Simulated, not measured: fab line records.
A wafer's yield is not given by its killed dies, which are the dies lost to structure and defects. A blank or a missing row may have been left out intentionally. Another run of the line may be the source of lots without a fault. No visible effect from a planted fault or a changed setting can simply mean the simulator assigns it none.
fab line records -- flow n5-finfet
record lots=7, wafers=39
route steps=1938 shown WELL_APT@26 DUMMY_GATE@221 SD_EPI_P@321 GATE_CUT@510 MOL_CONTACT_COAG@615 BEOL_M0@734 BEOL_M3@998 BEOL_M6@1240 BEOL_M9@1461 BEOL_M11@1592 BEOL_M12@1649 BEOL_M14@1770 PASSIVATION@1930
start-h: hours from the record's opening day to when the first of the lot's shown wafers began -- wait-h: time in hours since the lot's previous step -- " identical to the entry in the row above -- L1.1+2: a row that stands for several wafers -- - no value, or no start given -- * or withheld: withheld -- < > ~ a bound
route shown NAME@n: NAME is a module with steps in the file, n the number in the route of the first one -- usual: mean and standard deviation over wafers with no fault -- same: alike in all rows -- chamber/n: place in a boat -- sites: the reading at each site -- _std_site: their standard deviation -- _edge_site: mean of outer sites minus mean of inner sites -- radius-mm: for every site, how far away it sits from the centre of the wafer -- mask NAME#n: copy n -- behind: the last tool/chamber to shape the wafer -- hold: why the lot was held/for how many hours/how that ended -- device: which transistor (n, p or np) failed to switch -- end of line: at the end of the route, the tests of the same wafers -- step lacking rows: just its recipe -- killed: count of dies lost to structure and defects at first sort (not the wafer's yield) -- map: a wafer's dies, x killed, . not, _ none there
set.NAME: the run value of the setting; set.NAME@STEP: its run value at that earlier step -- model.NAME: the simulator's own value behind a step, which no gauge read
one table per step and one row per wafer, for lots whose settings were changed on purpose
## steps
# step N5_WELL_APT_DEVELOP_07
# recipe develop-time-s=45, rinse-liquid=surfactant-rinse, dry=air-spin, dev-temp-c=21
# step N5_DUMMY_GATE_PECVD_30
# recipe material=SiO2, target-thk-a=550, temp-c=400, precursor=TEOS/O2, pressure-torr=6.5, rf-w=withheld, teos-flow-sccm=withheld, gas=O2, flow-sccm=2650, time-s=10.8
# step N5_SD_EPI_P_EPI_21
# recipe material=SiGe:B, dopant=B, temp-c=550, pressure-torr=20, ambient=H2, time-s=355
# step N5_GATE_CUT_ALD_22
# recipe material=SiNx, target-thk-a=160, temp-c=400, ald-precursor-family=SiH2I2, ald-co-reactant=N2/H2-plasma, pulse-time-s=1, ald-cycles=320, purge-time-s=2, co-reactant-purge-time-s=2, pressure-torr=2
# step N5_MOL_CONTACT_COAG_VIA_ETCH_117
# recipe chemistry=C4F6/O2, target-depth-a=400, overetch-a=80, mask-material=SOC, target=SiO2, bias-w=455, pressure-mtorr=10, time-s=26, source-w=325, Ar_flow_sccm=300, C4F6_flow_sccm=10, O2_flow_sccm=10, ion-energy-ev=575.3, ends=end-point
# step N5_BEOL_M0_SPUTTER_116
# recipe material=Cu, target-thk-a=40, temp-c=-20, chamber-pressure-pa=0.07, power-w=withheld, time-s=7.37
# step N5_BEOL_M3_SPUTTER_81
# recipe material=Cu, target-thk-a=45, temp-c=-20, chamber-pressure-pa=0.07, power-w=withheld, time-s=8.29
# step N5_BEOL_M6_ETCH_41
# recipe chemistry=CH3F/O2, target=SiCN, target-depth-a=297, taper-deg=2, time-s=52, ion-energy-ev=120, mask-material=TiN, pressure-mtorr=30, source-w=395, bias-w=75, Ar_flow_sccm=150, CH3F_flow_sccm=30, O2_flow_sccm=20
# step N5_BEOL_M9_SPUTTER_48
# recipe material=Cu, target-thk-a=120, temp-c=-20, bias-v=60, power-w=26000, chamber-pressure-pa=0.13, time-s=2
# step N5_BEOL_M11_CVD_75
# recipe material=Co, target-thk-a=20, temp-c=withheld, precursor=CCTBA/H2, pressure-torr=30, time-s=138.9
# step N5_BEOL_M12_SPUTTER_44
# recipe material=Ta, target-thk-a=100, temp-c=50, bias-v=80, power-w=15000, chamber-pressure-pa=0.07, time-s=16.13
# step N5_BEOL_M14_DEP_53
# recipe material=SiCN, target-thk-a=500, temp-c=withheld, precursor=3MS/NH3, pressure-torr=3, rf-w=675, time-s=17.8
# step N5_PASSIVATION_ETCH_54
# recipe chemistry=CHF3/O2, target=SiO2, target-depth-a=8800, CHF3_flow_sccm=50, O2_flow_sccm=5, Ar_flow_sccm=200, time-s=440, mask-material=PR, pressure-mtorr=30, source-w=650, bias-w=170, ion-energy-ev=200
# step N5_PASSIVATION_PROBE_49
# usual killed-at-other=4/3.3
lot.wafer,tool,chamber,start-h,wait-h,set.develop-time-s@WELL_APT_DEVELOP_07,set.time-s@DUMMY_GATE_PECVD_30,set.time-s@SD_EPI_P_EPI_21,set.ald-cycles@GATE_CUT_ALD_22,set.target-depth-a@MOL_CONTACT_COAG_VIA_ETCH_117,set.time-s@BEOL_M0_SPUTTER_116,set.time-s@BEOL_M3_SPUTTER_81,set.time-s@BEOL_M6_ETCH_41,set.target-thk-a@BEOL_M9_SPUTTER_48,set.target-thk-a@BEOL_M11_CVD_75,set.target-thk-a@BEOL_M12_SPUTTER_44,set.target-thk-a@BEOL_M14_DEP_53,set.target-depth-a@PASSIVATION_ETCH_54,killed-at-other
L074.1,prober-02,-,310.47,0.0,45,8.606,355,320,278.1,7.37,8.29,38.18,120,20,60.27,710.8,8800,0
L074.2,prober-02,-,310.52,0.1,18.9,10.8,355,320,278.1,7.37,3.783,52,120,20,60.27,710.8,8800,4
L074.3,prober-02,-,310.57,0.1,45,10.8,355,193,400,11.56,8.29,52,120,20,100,500,3949,1088
L074.4,prober-02,-,310.62,0.2,45,8.606,355,193,278.1,11.56,3.783,38.18,120,31.83,100,500,8800,5
L074.5,prober-02,-,310.67,0.2,18.9,10.8,355,320,400,11.56,8.29,38.18,120,31.83,100,710.8,3949,1082
L074.6,prober-02,-,310.72,0.3,18.9,8.606,355,193,400,7.37,3.783,52,120,31.83,60.27,500,3949,1039
L083.1,prober-01,-,362.77,0.0,68.22,5.983,355,371,618.3,7.37,8.29,52,120,20,100,671.2,11580,2
L083.2,prober-01,-,362.82,0.1,68.22,5.983,455.5,320,400,7.37,12.39,52,120,20,100,671.2,8800,5
L083.3,prober-01,-,362.87,0.1,45,10.8,355,371,400,7.37,8.29,52,120,20,100,500,11580,8
L083.4,prober-01,-,362.92,0.2,45,5.983,455.5,371,618.3,7.37,12.39,52,120,28.06,100,671.2,11580,5
L083.5,prober-01,-,362.97,0.2,68.22,10.8,455.5,320,618.3,7.37,8.29,52,120,28.06,100,500,8800,10
L083.6,prober-01,-,363.02,0.3,45,10.8,355,320,400,7.37,12.39,52,120,28.06,100,500,8800,5
L084.1,prober-02,-,372.54,0.0,23.34,6.765,355,320,400,6.239,12.85,52,120,20,100,793.8,8800,1
L084.2,prober-02,-,372.59,0.1,23.34,6.765,472.8,320,400,7.37,8.29,52,120,20,100,793.8,4366,1076
L084.3,prober-02,-,372.64,0.1,45,10.8,472.8,320,573.7,6.239,12.85,21.45,75.87,20,100,500,8800,1
L084.4,prober-02,-,372.69,0.2,23.34,10.8,355,320,573.7,7.37,8.29,21.45,75.87,20,119.1,793.8,4366,1058
L084.5,prober-02,-,372.74,0.2,45,6.765,355,320,573.7,6.239,8.29,52,75.87,20,119.1,500,8800,3
L084.6,prober-02,-,372.79,0.3,45,10.8,472.8,320,400,7.37,12.85,21.45,120,20,119.1,500,4366,1101
L086.1,prober-01,-,381.59,0.0,20.32,10.8,355,320,400,7.37,5.261,52,96.35,20,100,230.5,10610,2
L086.2,prober-01,-,381.64,0.1,20.32,17.1,355,320,400,10.34,5.261,52,96.35,12.75,61.55,230.5,8800,2
L086.3,prober-01,-,381.69,0.1,45,10.8,242.2,320,400,7.37,5.261,64.62,120,20,100,500,8800,5
L086.4,prober-01,-,381.74,0.2,20.32,17.1,242.2,320,400,10.34,8.29,64.62,120,12.75,61.55,230.5,10610,0
L086.5,prober-01,-,381.79,0.2,45,10.8,242.2,320,400,10.34,8.29,52,120,20,61.55,500,8800,8
L086.6,prober-01,-,381.84,0.3,45,17.1,355,320,400,7.37,8.29,64.62,96.35,12.75,100,500,10610,7
L091.1,prober-01,-,407.89,0.0,45,7.63,355,241,400,5.877,8.29,52,88.4,25.67,100,500,4189,1042
L091.2,prober-01,-,407.94,0.1,45,10.8,244.1,320,400,7.37,6.914,73.27,120,25.67,100,301.8,4189,1062
L091.3,prober-01,-,407.99,0.1,29.72,10.8,355,241,499.8,7.37,8.29,52,120,20,100,301.8,4189,1047
L091.4,prober-01,-,408.04,0.2,45,7.63,355,320,499.8,5.877,6.914,52,88.4,20,100,301.8,8800,8
L091.5,prober-01,-,408.09,0.2,29.72,7.63,244.1,320,400,7.37,8.29,73.27,88.4,25.67,100,500,8800,2
L091.6,prober-01,-,408.14,0.3,29.72,10.8,244.1,241,499.8,5.877,6.914,73.27,120,20,100,500,8800,10
L088.1,prober-02,-,418.67,0.0,45,10.8,355,320,543.2,4.448,8.29,52,120,20,100,500,8800,6
L088.2,prober-02,-,418.72,0.1,45,10.8,355,320,543.2,7.37,8.29,32.97,120,20,100,500,8800,9
L088.3,prober-02,-,418.77,0.1,45,10.8,176.7,320,400,7.37,8.29,32.97,120,25.97,100,500,8800,4
L088.4,prober-02,-,418.82,0.2,45,5.826,176.7,320,400,4.448,8.29,32.97,120,20,100,500,10670,12
L088.5,prober-02,-,418.87,0.2,45,5.826,176.7,320,543.2,4.448,8.29,52,120,25.97,100,500,10670,9
L088.6,prober-02,-,418.92,0.3,45,5.826,355,320,400,7.37,8.29,52,120,25.97,100,500,10670,2
L094.4,prober-01,-,435.11,0.2,45,10.8,355,320,400,7.37,8.29,52,120,20,100,500,8800,13
L094.5,prober-01,-,435.16,0.2,45,10.8,355,320,400,7.37,8.29,52,120,20,100,500,8800,2
L094.6,prober-01,-,435.21,0.3,45,10.8,355,320,400,7.37,8.29,52,120,20,100,500,8800,1
# killed by level:class
L074.1 MOL_CONTACT_COAG:area-etch=1041 MOL_CONTACT_COAG:geometric-particle:open=18 BEOL_M0_SAQP:geometric-particle:open=14 FIN_SAQP:geometric-particle:open=11 MOL_CONTACT_COAG:geometric-particle:short=11 STI_FIN_REVEAL:geometric-particle:open=10 DUMMY_GATE:geometric-particle:open=10 FIN_SAQP:geometric-particle:short=9
L074.2 MOL_CONTACT_COAG:area-etch=1076 MOL_CONTACT_COAG:geometric-particle:open=25 BEOL_M3:geometric-particle:open=9 BEOL_M0_SAQP:geometric-particle:open=8 BEOL_M0_SAQP:geometric-particle:short=8 FIN_SAQP:geometric-particle:open=6 MOL_CONTACT_COAG:geometric-particle:short=6 BEOL_M2:geometric-particle:open=5
L074.3 PASSIVATION:area-etch=1088 MOL_CONTACT_COAG:geometric-particle:open=21 BEOL_M3:geometric-particle:open=9 FIN_SAQP:geometric-particle:short=7 BEOL_M0_SAQP:geometric-particle:open=6 BEOL_M4:geometric-particle:open=6 DUMMY_GATE:geometric-particle:open=4 BEOL_M0_SAQP:geometric-particle:short=4
L074.4 MOL_CONTACT_COAG:area-etch=1089 MOL_CONTACT_COAG:geometric-particle:open=25 MOL_CONTACT_COAG:geometric-particle:short=7 BEOL_M1:geometric-particle:open=7 BEOL_M0_SAQP:geometric-particle:short=5 BEOL_M1:geometric-particle:short=5 DUMMY_GATE:geometric-particle:open=3 BEOL_M0_SAQP:geometric-particle:open=3
L074.5 PASSIVATION:area-etch=1069 MOL_CONTACT_COAG:geometric-particle:open=14 MIM_TOP:geometric-particle:short=8 BEOL_M0_SAQP:geometric-particle:open=8 BEOL_M3:geometric-particle:open=8 FIN_SAQP:geometric-particle:open=6 FIN_SAQP:geometric-particle:short=6 MOL_CONTACT_COAG:geometric-particle:short=6
L074.6 PASSIVATION:area-etch=1038 MOL_CONTACT_COAG:geometric-particle:open=42 STI_FIN_REVEAL:geometric-particle:open=13 FIN_SAQP:geometric-particle:short=9 MOL_CONTACT_COAG:geometric-particle:short=9 FIN_SAQP:geometric-particle:open=7 BEOL_M0_SAQP:geometric-particle:short=7 BEOL_M2:geometric-particle:open=7
L083.1 BEOL_M0:geometric-particle:open=8 BEOL_M1:geometric-particle:open=8 BEOL_M2:geometric-particle:open=7 FIN_SAQP:geometric-particle:open=6 MOL_CONTACT_COAG:geometric-particle:open=6 FIN_SAQP:geometric-particle:short=5 BEOL_M0_SAQP:geometric-particle:open=5 BEOL_M6:geometric-particle:open=4
L083.2 MOL_CONTACT_COAG:geometric-particle:open=15 BEOL_M2:geometric-particle:open=11 MOL_CONTACT_COAG:geometric-particle:short=8 BEOL_M0_SAQP:geometric-particle:open=8 BEOL_M0_SAQP:geometric-particle:short=8 FIN_SAQP:geometric-particle:short=6 BEOL_M0:geometric-particle:open=6 BEOL_M4:geometric-particle:open=6
L083.3 MOL_CONTACT_COAG:geometric-particle:open=13 FIN_SAQP:geometric-particle:short=11 BEOL_M2:geometric-particle:open=9 BEOL_M1:geometric-particle:open=7 BEOL_M4:geometric-particle:open=7 STI_FIN_REVEAL:geometric-particle:open=6 MOL_CONTACT_COAG:geometric-particle:short=6 STI_FIN_REVEAL:geometric-particle:short=5
L083.4 MOL_CONTACT_COAG:geometric-particle:open=13 STI_FIN_REVEAL:geometric-particle:open=9 BEOL_M0_SAQP:geometric-particle:short=9 BEOL_M0_SAQP:geometric-particle:open=7 GATE_CUT:geometric-particle:short=7 FIN_SAQP:geometric-particle:short=6 DUMMY_GATE:geometric-particle:open=6 FIN_SAQP:geometric-particle:open=5
L083.5 MOL_CONTACT_COAG:geometric-particle:open=17 FIN_SAQP:geometric-particle:short=9 BEOL_M2:geometric-particle:open=8 FIN_SAQP:geometric-particle:open=7 BEOL_M0:geometric-particle:open=5 MOL_CONTACT_COAG:geometric-particle:short=4 BEOL_M3:geometric-particle:open=4 MIM_TOP:geometric-particle:open=4
L083.6 MOL_CONTACT_COAG:geometric-particle:open=18 BEOL_M3:geometric-particle:open=7 BEOL_M2:geometric-particle:open=6 MOL_CONTACT_COAG:geometric-particle:short=5 BEOL_M0:geometric-particle:open=4 STI_FIN_REVEAL:geometric-particle:open=4 DUMMY_GATE:geometric-particle:open=4 BEOL_M4:geometric-particle:open=4
L084.1 MOL_CONTACT_COAG:geometric-particle:open=23 BEOL_M0_SAQP:geometric-particle:short=15 GATE_CUT:geometric-particle:open=10 BEOL_M0_SAQP:geometric-particle:open=10 STI_FIN_REVEAL:geometric-particle:open=6 GATE_CUT:geometric-particle:short=6 MOL_CONTACT_COAG:geometric-particle:short=5 BEOL_M1:geometric-particle:open=5
L084.2 PASSIVATION:area-etch=1076 BEOL_M3:geometric-particle:open=16 MOL_CONTACT_COAG:geometric-particle:open=13 FIN_SAQP:geometric-particle:short=10 BEOL_M0_SAQP:geometric-particle:short=9 GATE_CUT:geometric-particle:short=7 MOL_CONTACT_COAG:geometric-particle:short=6 BEOL_M0_SAQP:geometric-particle:open=5
L084.3 BEOL_M9:interface-void-opened=45 BEOL_M3:geometric-particle:open=18 BEOL_M0_SAQP:geometric-particle:short=17 MOL_CONTACT_COAG:geometric-particle:open=14 BEOL_M0_SAQP:geometric-particle:open=6 GATE_CUT:geometric-particle:short=5 BEOL_M3:geometric-particle:short=4 BEOL_M6:geometric-particle:open=4
L084.4 PASSIVATION:area-etch=1057 BEOL_M9:interface-void-opened=35 MOL_CONTACT_COAG:geometric-particle:open=8 BEOL_M3:geometric-particle:open=8 BEOL_M0_SAQP:geometric-particle:short=7 STI_FIN_REVEAL:geometric-particle:open=5 BEOL_M0_SAQP:geometric-particle:open=5 GATE_CUT:geometric-particle:open=4
L084.5 BEOL_M9:interface-void-opened=38 MOL_CONTACT_COAG:geometric-particle:open=12 BEOL_M2:geometric-particle:open=9 BEOL_M3:geometric-particle:open=7 BEOL_M0_SAQP:geometric-particle:short=7 FIN_SAQP:geometric-particle:open=6 GATE_CUT:geometric-particle:open=5 BEOL_M0_SAQP:geometric-particle:open=5
L084.6 PASSIVATION:area-etch=1098 MOL_CONTACT_COAG:geometric-particle:open=12 BEOL_M0_SAQP:geometric-particle:open=9 BEOL_M3:geometric-particle:open=8 FIN_SAQP:geometric-particle:open=5 BEOL_M2:geometric-particle:open=5 BEOL_M1:geometric-particle:open=4 BEOL_M6:geometric-particle:open=4
L086.1 MOL_CONTACT_COAG:geometric-particle:open=16 HKMG_FIN:area-etch=12 BEOL_M3:geometric-particle:open=6 BEOL_M4:geometric-particle:open=5 MOL_CONTACT_COAG:geometric-particle:short=4 DUMMY_GATE:geometric-particle:open=3 ILD0:geometric-particle:short=3 GATE_CUT:geometric-particle:short=3
L086.2 MOL_CONTACT_COAG:geometric-particle:open=17 STI_FIN_REVEAL:geometric-particle:open=11 BEOL_M1:geometric-particle:open=9 BEOL_M3:geometric-particle:open=8 BEOL_M0_SAQP:geometric-particle:short=5 FIN_SAQP:geometric-particle:open=4 FIN_SAQP:geometric-particle:short=4 MOL_CONTACT_COAG:geometric-particle:short=4
L086.3 MOL_CONTACT_COAG:geometric-particle:open=9 BEOL_M3:geometric-particle:open=7 FIN_SAQP:geometric-particle:open=3 BEOL_M0_SAQP:geometric-particle:short=3 HKMG_FIN:area-etch=3 FIN_SAQP:geometric-particle:short=2 STI_FIN_REVEAL:geometric-particle:open=2 DUMMY_GATE:geometric-particle:open=2
L086.4 MOL_CONTACT_COAG:geometric-particle:open=20 BEOL_M2:geometric-particle:open=8 BEOL_M0_SAQP:geometric-particle:short=7 BEOL_M0_SAQP:geometric-particle:open=5 BEOL_M3:geometric-particle:open=5 BEOL_M1:geometric-particle:open=4 BEOL_M4:geometric-particle:open=4 STI_FIN_REVEAL:geometric-particle:short=3
L086.5 MOL_CONTACT_COAG:geometric-particle:open=9 FIN_SAQP:geometric-particle:short=7 FIN_SAQP:geometric-particle:open=7 BEOL_M0_SAQP:geometric-particle:short=7 BEOL_M0_SAQP:geometric-particle:open=5 ILD0:geometric-particle:open=4 MIM_TOP_ETCH:geometric-particle:short=4 BEOL_M2:geometric-particle:open=3
L086.6 MOL_CONTACT_COAG:geometric-particle:open=25 FIN_SAQP:geometric-particle:short=10 MOL_CONTACT_COAG:geometric-particle:short=8 BEOL_M0_SAQP:geometric-particle:open=8 BEOL_M3:geometric-particle:open=7 FIN_SAQP:geometric-particle:open=6 STI_FIN_REVEAL:geometric-particle:open=6 BEOL_M1:geometric-particle:open=6
L091.1 PASSIVATION:area-etch=1038 FIN_SAQP:geometric-particle:short=21 MOL_CONTACT_COAG:geometric-particle:open=16 BEOL_M0_SAQP:geometric-particle:short=15 BEOL_M0_SAQP:geometric-particle:open=13 MOL_CONTACT_COAG:geometric-particle:short=9 BEOL_M9:interface-void-opened=9 STI_FIN_REVEAL:geometric-particle:open=8
L091.2 PASSIVATION:area-etch=1058 MOL_CONTACT_COAG:geometric-particle:open=14 STI_FIN_REVEAL:geometric-particle:open=14 BEOL_M3:geometric-particle:open=9 BEOL_M1:geometric-particle:open=8 STI_FIN_REVEAL:geometric-particle:short=7 FIN_SAQP:geometric-particle:short=7 BEOL_M0_SAQP:geometric-particle:open=6
L091.3 PASSIVATION:area-etch=1045 FIN_SAQP:geometric-particle:short=20 BEOL_M0_SAQP:geometric-particle:short=14 FIN_SAQP:geometric-particle:open=11 MOL_CONTACT_COAG:geometric-particle:open=11 STI_FIN_REVEAL:geometric-particle:open=9 BEOL_M0_SAQP:geometric-particle:open=9 BEOL_M4:geometric-particle:open=8
L091.4 MOL_CONTACT_COAG:geometric-particle:open=16 FIN_SAQP:geometric-particle:open=11 BEOL_M9:interface-void-opened=10 BEOL_M0_SAQP:geometric-particle:open=7 BEOL_M2:geometric-particle:open=7 BEOL_M0_SAQP:geometric-particle:short=6 BEOL_M4:geometric-particle:open=6 FIN_SAQP:geometric-particle:short=5
L091.5 MOL_CONTACT_COAG:geometric-particle:open=20 FIN_SAQP:geometric-particle:short=13 BEOL_M2:geometric-particle:open=9 FIN_SAQP:geometric-particle:open=6 DUMMY_GATE:geometric-particle:open=5 BEOL_M0_SAQP:geometric-particle:short=5 BEOL_M9:interface-void-opened=5 STI_FIN_REVEAL:geometric-particle:open=4
L091.6 MOL_CONTACT_COAG:geometric-particle:open=19 FIN_SAQP:geometric-particle:open=18 STI_FIN_REVEAL:geometric-particle:open=16 FIN_SAQP:geometric-particle:short=15 BEOL_M0_SAQP:geometric-particle:open=10 BEOL_M0_SAQP:geometric-particle:short=10 DUMMY_GATE:geometric-particle:open=7 BEOL_M2:geometric-particle:open=7
L088.1 MOL_CONTACT_COAG:geometric-particle:open=15 FIN_SAQP:geometric-particle:open=10 STI_FIN_REVEAL:geometric-particle:open=7 BEOL_M0_SAQP:geometric-particle:short=7 BEOL_M0:interface-void-opened=5 GATE_CUT:geometric-particle:short=4 BEOL_M4:geometric-particle:open=4 BEOL_M6:geometric-particle:open=4
L088.2 BEOL_M3:geometric-particle:open=14 FIN_SAQP:geometric-particle:open=8 STI_FIN_REVEAL:geometric-particle:open=8 BEOL_M1:geometric-particle:open=5 BEOL_M2:geometric-particle:open=5 MOL_CONTACT_COAG:geometric-particle:open=4 BEOL_M0:geometric-particle:open=4 BEOL_M3:geometric-particle:short=4
L088.3 BEOL_M3:geometric-particle:open=8 STI_FIN_REVEAL:geometric-particle:open=6 BEOL_M0_SAQP:geometric-particle:open=6 BEOL_M1:geometric-particle:open=6 FIN_SAQP:geometric-particle:short=4 FIN_SAQP:geometric-particle:open=3 STI_FIN_REVEAL:geometric-particle:short=3 MOL_CONTACT_COAG:geometric-particle:open=3
L088.4 FIN_SAQP:geometric-particle:open=13 BEOL_M0:interface-void-opened=11 MOL_CONTACT_COAG:geometric-particle:open=8 BEOL_M0_SAQP:geometric-particle:short=7 FIN_SAQP:geometric-particle:short=5 BEOL_M0_SAQP:geometric-particle:open=5 BEOL_M0:geometric-particle:short=5 BEOL_M2:geometric-particle:open=5
L088.5 BEOL_M0:interface-void-opened=11 BEOL_M3:geometric-particle:open=9 STI_FIN_REVEAL:geometric-particle:open=8 BEOL_M4:geometric-particle:open=8 FIN_SAQP:geometric-particle:open=6 BEOL_M1:geometric-particle:open=6 GATE_CUT:geometric-particle:short=5 MOL_CONTACT_COAG:geometric-particle:open=5
L088.6 BEOL_M3:geometric-particle:open=13 MOL_CONTACT_COAG:geometric-particle:open=12 STI_FIN_REVEAL:geometric-particle:open=9 DUMMY_GATE:geometric-particle:open=6 BEOL_M0_SAQP:geometric-particle:short=6 BEOL_M1:geometric-particle:open=6 BEOL_M0_SAQP:geometric-particle:open=4 BEOL_M2:geometric-particle:open=4
L094.4 MOL_CONTACT_COAG:geometric-particle:open=24 BEOL_M4:geometric-particle:open=13 BEOL_M2:geometric-particle:open=9 BEOL_M0_SAQP:geometric-particle:open=7 BEOL_M0_SAQP:geometric-particle:short=6 BEOL_M1:geometric-particle:open=6 BEOL_M3:geometric-particle:short=5 FIN_SAQP:geometric-particle:open=4
L094.5 MOL_CONTACT_COAG:geometric-particle:open=16 BEOL_M2:geometric-particle:open=12 BEOL_M1:geometric-particle:open=11 STI_FIN_REVEAL:geometric-particle:open=7 FIN_SAQP:geometric-particle:open=6 BEOL_M4:geometric-particle:open=6 BEOL_M0_SAQP:geometric-particle:short=5 BEOL_M4:geometric-particle:short=4
L094.6 MOL_CONTACT_COAG:geometric-particle:open=18 FIN_SAQP:geometric-particle:open=11 BEOL_M4:geometric-particle:open=10 BEOL_M2:geometric-particle:open=10 STARTING-WAFER:geometric-particle:open=4 BEOL_M1:geometric-particle:open=4 DUMMY_GATE:geometric-particle:open=3 SPACER0:geometric-particle:short=3
## key
split step=N5_WELL_APT_DEVELOP_07, setting=develop-time-s, stated-as=45
response none clear
split step=N5_DUMMY_GATE_PECVD_30, setting=time-s, stated-as=10.8
response none clear
split step=N5_SD_EPI_P_EPI_21, setting=time-s, stated-as=355
response none clear
split step=N5_GATE_CUT_ALD_22, setting=ald-cycles, stated-as=320
response none clear
split step=N5_MOL_CONTACT_COAG_VIA_ETCH_117, setting=target-depth-a, stated-as=400
response none clear
split step=N5_BEOL_M0_SPUTTER_116, setting=time-s, stated-as=7.37
response none clear
split step=N5_BEOL_M3_SPUTTER_81, setting=time-s, stated-as=8.29
response none clear
split step=N5_BEOL_M6_ETCH_41, setting=time-s, stated-as=52
response none clear
split step=N5_BEOL_M9_SPUTTER_48, setting=target-thk-a, stated-as=120
response none clear
split step=N5_BEOL_M11_CVD_75, setting=target-thk-a, stated-as=20
response none clear
split step=N5_BEOL_M12_SPUTTER_44, setting=target-thk-a, stated-as=100
response none clear
split step=N5_BEOL_M14_DEP_53, setting=target-thk-a, stated-as=500
response none clear
split step=N5_PASSIVATION_ETCH_54, setting=target-depth-a, stated-as=8800
response step=N5_PASSIVATION_PROBE_49, reading=killed-at-other, slope=-17.2, per=1%, together-with=all, explained=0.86
